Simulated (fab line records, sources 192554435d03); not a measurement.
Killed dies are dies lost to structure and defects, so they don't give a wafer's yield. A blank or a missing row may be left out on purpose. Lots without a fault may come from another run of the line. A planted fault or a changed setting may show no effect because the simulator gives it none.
Chamber matching | flow n5_finfet | N5_BEOL_M5_DESCUM_16 on rie_diel-06: 4 sister chambers
The step chemistry O2, time 7 s. 24 wafers are shown with their chamber, then 12 later ones without.

WAFERS WITH THEIR CHAMBER
wafer  | chamber | showerhead_plenum_p_Torr (Torr) | drypump_motor_current_A (A) | throttle_valve_pct (%)
L074.3 | 0       | 2.06                            | 6.0                         | 20.59
L074.4 | 1       | 2.14                            | 6.2                         | 20.08
L074.5 | 2       | 2.14                            | 5.2                         | 20.38
L079.1 | 3       | 2.21                            | 5.8                         | 20.17
L079.2 | 1       | 2.14                            | 6.1                         | 20.12
L079.6 | 0       | 2.06                            | 6.0                         | 20.61
L083.2 | 2       | 2.13                            | 5.2                         | 20.39
L083.3 | 3       | 2.21                            | 5.9                         | 20.20
L083.6 | 2       | 2.13                            | 5.2                         | 20.41
L084.2 | 0       | 2.06                            | 6.0                         | 20.62
L084.3 | 3       | 2.20                            | 5.9                         | 20.19
L084.6 | 2       | 2.13                            | 5.2                         | 20.41
L085.1 | 1       | 2.13                            | 6.1                         | 20.12
L085.4 | 3       | 2.20                            | 5.9                         | 20.18
L085.5 | 1       | 2.13                            | 6.1                         | 20.11
L087.3 | 0       | 2.06                            | 6.0                         | 20.26
L087.4 | 2       | 2.13                            | 5.2                         | 20.41
L087.6 | 2       | 2.13                            | 5.2                         | 20.42
L086.4 | 3       | 2.20                            | 5.9                         | 20.22
L086.5 | 1       | 2.13                            | 6.1                         | 20.11
L086.6 | 2       | 2.13                            | 5.3                         | 20.43
L092.3 | 3       | 2.20                            | 5.9                         | 20.22
L092.5 | 3       | 2.20                            | 5.9                         | 20.21
L092.6 | 0       | 2.06                            | 6.0                         | 20.26

SIGNATURES (means of the wafers above)
reading                  | chamber 0 | chamber 1 | chamber 2 | chamber 3 | scatter within a chamber
showerhead_plenum_p_Torr | 2.0600    | 2.1340    | 2.1314    | 2.2029    | 0.00417
drypump_motor_current_A  | 6.000     | 6.120     | 5.214     | 5.886     | 0.0355
throttle_valve_pct       | 20.4680   | 20.1080   | 20.4071   | 20.1986   | 0.0865
Rule: a wafer's distance from a chamber is the root of the sum, over the readings, of the square of ((its reading less the chamber's mean) divided by the reading's scatter). The wafer belongs to the nearest chamber; if the next one is less than 2 further off, it can't be placed. The scatter: the root of (the sum of the squares of (reading less its chamber's mean) over the shown wafers, divided by (wafers less chambers)).

WAFERS WITHOUT THEIR CHAMBER
wafer  | showerhead_plenum_p_Torr (Torr) | drypump_motor_current_A (A) | throttle_valve_pct (%)
L093.2 | 2.20                            | 5.9                         | 20.21
L093.4 | 2.13                            | 5.2                         | 20.43
L093.6 | 2.06                            | 5.9                         | 20.26
L095.2 | 2.20                            | 5.9                         | 20.22
L095.4 | 2.13                            | 6.2                         | 20.14
L095.6 | 2.12                            | 5.2                         | 20.42
L096.1 | 2.05                            | 6.0                         | 20.29
L096.2 | 2.13                            | 6.1                         | 20.14
L096.6 | 2.05                            | 6.0                         | 20.26
L097.2 | 2.20                            | 5.8                         | 20.23
L097.3 | 2.12                            | 6.1                         | 20.15
L097.5 | 2.12                            | 6.1                         | 20.15

WHICH CHAMBER EACH WENT THROUGH
wafer  | from the rows above | in truth
L093.2 | 3                   | 3
L093.4 | 2                   | 2
L093.6 | 0                   | 0
L095.2 | 3                   | 3
L095.4 | 1                   | 1
L095.6 | 2                   | 2
L096.1 | 0                   | 0
L096.2 | 1                   | 1
L096.6 | 0                   | 0
L097.2 | 3                   | 3
L097.3 | 1                   | 1
L097.5 | 1                   | 1
Placed correctly: 12 of 12. Can't be placed from these rows: 0. Placed wrongly: 0.
